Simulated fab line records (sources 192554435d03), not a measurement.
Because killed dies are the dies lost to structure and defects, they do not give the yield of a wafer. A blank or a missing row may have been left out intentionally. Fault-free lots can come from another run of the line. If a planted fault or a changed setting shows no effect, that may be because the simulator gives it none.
Which tool was responsible? | flow n5-finfet | 11 lots, 30 wafers sampled, at 5 steps of a route of 1938

## WHAT THE GAUGES READ, wafer by wafer
N5_BEOL_M15_INSPECT_30: inspects for defects (macro). Usual: raw-defect-count reads 2.0 (standard deviation 1.5).
lot  | measured     | on                | raw-defect-count | flag
L711 | day 11 20:49 | defect-inspect-02 | 1 1 4            |
L712 | day 12 23:42 | defect-inspect-01 | 2 1 2            |
L714 | day 13 04:11 | defect-inspect-02 | 0 1              |
L716 | day 13 17:49 | defect-inspect-02 | 0 2              |
L720 | day 14 13:35 | defect-inspect-02 | 4 2              |
L723 | day 14 16:55 | defect-inspect-02 | 4 0 0            |
L719 | day 14 22:14 | defect-inspect-01 | 1 1 4            |
L724 | day 15 12:41 | defect-inspect-02 | 5 3 1            |
L731 | day 17 20:16 | defect-inspect-02 | 4 4 0            |
L733 | day 17 21:06 | defect-inspect-02 | 1 1 3            |
L732 | day 18 16:29 | defect-inspect-02 | 0 3 2            |

N5_BEOL_M15_RS_MEAS_54: the measuring method here is four-point-probe. Usual: M15_RS typically reads 0.0217 ohm/sq, with standard deviation 0.00062.
lot  | measured     | on            | M15_RS (ohm/sq)      | flag
L711 | day 12 06:42 | film-metro-02 | 0.0218 0.0235 0.0216 |
L712 | day 13 04:25 | film-metro-01 | 0.0211 0.0232 0.0233 |
L714 | day 13 09:58 | film-metro-02 | 0.0224 0.0215        |
L716 | day 13 22:08 | film-metro-01 | 0.0218 0.0225        |
L720 | day 14 18:17 | film-metro-01 | 0.0218 0.0226        |
L723 | day 14 19:29 | film-metro-02 | 0.0209 0.0208 0.0224 |
L719 | day 15 02:16 | film-metro-01 | 0.0220 0.0220 0.0207 |
L724 | day 15 16:33 | film-metro-01 | 0.0226 0.0212 0.0226 |
L731 | day 18 00:44 | film-metro-02 | 0.0219 0.0204 0.0208 |
L733 | day 18 00:21 | film-metro-02 | 0.0216 0.0212 0.0218 |
L732 | day 18 21:50 | film-metro-01 | 0.0217 0.0214 0.0217 |

## WHAT TOOL EACH LOT RAN ON (gives the tool, then ch and the chambers of the sampled wafers, and finally the start)
lot  | N5_BEOL_M15_TRENCH_ETCH_34         | N5_BEOL_M15_SPUTTER_43       | N5_BEOL_M15_CMP_49
L711 | rie-diel-04 ch 0,3, day 11 20:55   | pvd-sputter-02, day 12 04:55 | cmp-01 ch 0,1,2, day 12 06:19
L712 | rie-diel-04 ch 0,2, day 13 00:25   | pvd-sputter-03, day 13 03:11 | cmp-02 ch 1,2,3, day 13 04:02
L714 | rie-diel-03 ch 2,3, day 13 04:23   | pvd-sputter-02, day 13 08:41 | cmp-03 ch 2,3, day 13 09:41
L716 | rie-diel-04 ch 1,3, day 13 17:56   | pvd-sputter-02, day 13 20:53 | cmp-01 ch 1,3, day 13 21:48
L720 | rie-diel-03 ch 2,3, day 14 13:42   | pvd-sputter-03, day 14 17:03 | cmp-01 ch 0,1, day 14 17:52
L723 | rie-diel-02 ch 2,3, day 14 17:02   | pvd-sputter-02, day 14 18:11 | cmp-03 ch 0,2,3, day 14 19:06
L719 | rie-diel-02 ch 1,2,3, day 14 22:21 | pvd-sputter-03, day 15 01:01 | cmp-01 ch 0,2,3, day 15 01:50
L724 | rie-diel-02 ch 2,3, day 15 12:51   | pvd-sputter-03, day 15 14:59 | cmp-03 ch 0,2,3, day 15 16:07
L731 | rie-diel-02 ch 1,2,3, day 17 20:25 | pvd-sputter-01, day 17 23:28 | cmp-02 ch 0,2, day 18 00:20
L733 | rie-diel-03 ch 0,1,2, day 17 21:13 | pvd-sputter-01, day 17 23:07 | cmp-03 ch 1,2, day 17 23:56
L732 | rie-diel-03 ch 0,1,2, day 18 16:37 | pvd-sputter-02, day 18 20:33 | cmp-02 ch 1,2,3, day 18 21:24
- N5_BEOL_M15_TRENCH_ETCH_34: etches SiO2 in C4F8/O2/Ar, target depth 872.93 nm, time 199 s.
- N5_BEOL_M15_SPUTTER_43: material TaN, target thk 15 nm, time 24.19 s.
- N5_BEOL_M15_CMP_49: polishes, stops on SiO2, t overpolish 4.9 s, target thk 850 nm.

## WHAT THE TOOLS THEMSELVES READ (means of the sampled wafers that have a number; where no wafer has one, the mark that the record gives instead)
N5_BEOL_M15_TRENCH_ETCH_34. Usual: value, then standard deviation, for each; bias-w 2040 W / 6; drypump-motor-current-A 5.6 A / 0.38; he-outer-torr 29.99 Torr / 0.061; oes-product-au 0.78 a.u. / 0.098; rf-vpp-V 2209 V / 52; showerhead-plenum-p-Torr 3.47 Torr / 0.096; throttle-valve-pct 31.06 % / 0.28.
lot  | tool        | bias-w (W) | drypump-motor-current-A (A) | he-outer-torr (Torr) | oes-product-au (a.u.) | rf-vpp-V (V) | showerhead-plenum-p-Torr (Torr) | throttle-valve-pct (%) | flag
L711 | rie-diel-04 | 2037       | 5.5                         | 29.98                | 0.68                  | 2186         | 3.56                            | 31.25                  |
L712 | rie-diel-04 | 2038       | 5.9                         | 30.07                | 0.71                  | 2178         | 3.55                            | 31.08                  |
L714 | rie-diel-03 | 2043       | 5.8                         | 29.99                | 0.78                  | 2190         | 3.45                            | 30.89                  |
L716 | rie-diel-04 | 2050       | 5.5                         | 29.99                | 0.67                  | 2210         | 3.50                            | 31.53                  |
L720 | rie-diel-03 | 2044       | 5.8                         | 30.00                | 0.76                  | 2187         | 3.45                            | 30.88                  |
L723 | rie-diel-02 | 2041       | 5.2                         | 30.05                | 0.85                  | 2169         | 3.46                            | 30.85                  |
L719 | rie-diel-02 | 2045       | 5.7                         | 29.97                | 0.78                  | 2203         | 3.45                            | 30.87                  |
L724 | rie-diel-02 | 2041       | 5.3                         | 29.93                | 0.77                  | 2214         | 3.49                            | 30.80                  |
L731 | rie-diel-02 | 2038       | 5.7                         | 30.08                | 0.85                  | 2203         | 3.44                            | 30.85                  |
L733 | rie-diel-03 | 2036       | 5.4                         | 29.99                | 0.82                  | 2245         | 3.39                            | 30.88                  |
L732 | rie-diel-03 | 2038       | 5.4                         | 29.96                | 0.80                  | 2243         | 3.39                            | 30.88                  |

N5_BEOL_M15_SPUTTER_43. Usual: throttle-valve-pct reads 29.8 % (standard deviation 0.89).
lot  | tool           | throttle-valve-pct (%) | flag
L711 | pvd-sputter-02 | 30.2                   |
L712 | pvd-sputter-03 | 29.6                   |
L714 | pvd-sputter-02 | 28.9                   |
L716 | pvd-sputter-02 | 30.0                   |
L720 | pvd-sputter-03 | 30.2                   |
L723 | pvd-sputter-02 | 28.9                   |
L719 | pvd-sputter-03 | 29.5                   |
L724 | pvd-sputter-03 | 29.9                   |
L731 | pvd-sputter-01 | 30.2                   |
L733 | pvd-sputter-01 | 30.5                   |
L732 | pvd-sputter-02 | 30.2                   |

N5_BEOL_M15_CMP_49. Usual: barrier-field-endpoint-s 11.48 s, standard deviation 0.28; motor-current-A 7.7 A, standard deviation 0.85; overpolish-run-s 4.900 s, standard deviation 0.0095; retaining-ring-pressure-frac 1.000, standard deviation 0.0051.
lot  | tool   | barrier-field-endpoint-s (s) | motor-current-A (A) | overpolish-run-s (s) | retaining-ring-pressure-frac | flag
L711 | cmp-01 | 11.74                        | 7.3                 | 4.902                | 0.998                        |
L712 | cmp-02 | 11.28                        | 7.6                 | 4.901                | 1.006                        |
L714 | cmp-03 | 11.12                        | 8.2                 | 4.905                | 1.000                        |
L716 | cmp-01 | 11.06                        | 7.3                 | 4.904                | 1.007                        |
L720 | cmp-01 | 11.27                        | 6.7                 | 4.909                | 1.001                        |
L723 | cmp-03 | 11.38                        | 8.3                 | 4.897                | 0.999                        |
L719 | cmp-01 | 11.55                        | 7.8                 | 4.899                | 0.996                        |
L724 | cmp-03 | 17.19                        | 8.0                 | 4.899                | 0.997                        | OFF
L731 | cmp-02 | 11.46                        | 8.0                 | 4.896                | 0.997                        |
L733 | cmp-03 | 11.57                        | 8.7                 | 4.901                | 1.000                        |
L732 | cmp-02 | 11.44                        | 7.6                 | 4.899                | 1.000                        |

## THE ANSWER, worked out from the rows above alone
Rule: lot off if the mean of its wafers having a number is beyond 3 standard deviations from the usual mean. A lot without any number at a reading at which 4 lots or more have one is off too. All remaining lots with rows at the step are treated as sound. First the gauges in route order, then the tools' own readings, where a lot's mean is used as printed above. At the first step where some lot is off, the reading lying furthest off is the one used; lots without a number count as furthest.
Off at N5_BEOL_M15_CMP_49 (barrier-field-endpoint-s): L724.
A tool fits if, at that step or a process step before it, it ran every lot that is off, and no sound lot after the first of them. One fits: N5_BEOL_M15_SPUTTER_43 on pvd-sputter-03. A fault onset in the window from L719 (day 15 01:01, its last sound lot) to L724 (day 15 14:59, its first lot off) fits.

## WHAT WAS PUT IN BY THE SIMULATOR
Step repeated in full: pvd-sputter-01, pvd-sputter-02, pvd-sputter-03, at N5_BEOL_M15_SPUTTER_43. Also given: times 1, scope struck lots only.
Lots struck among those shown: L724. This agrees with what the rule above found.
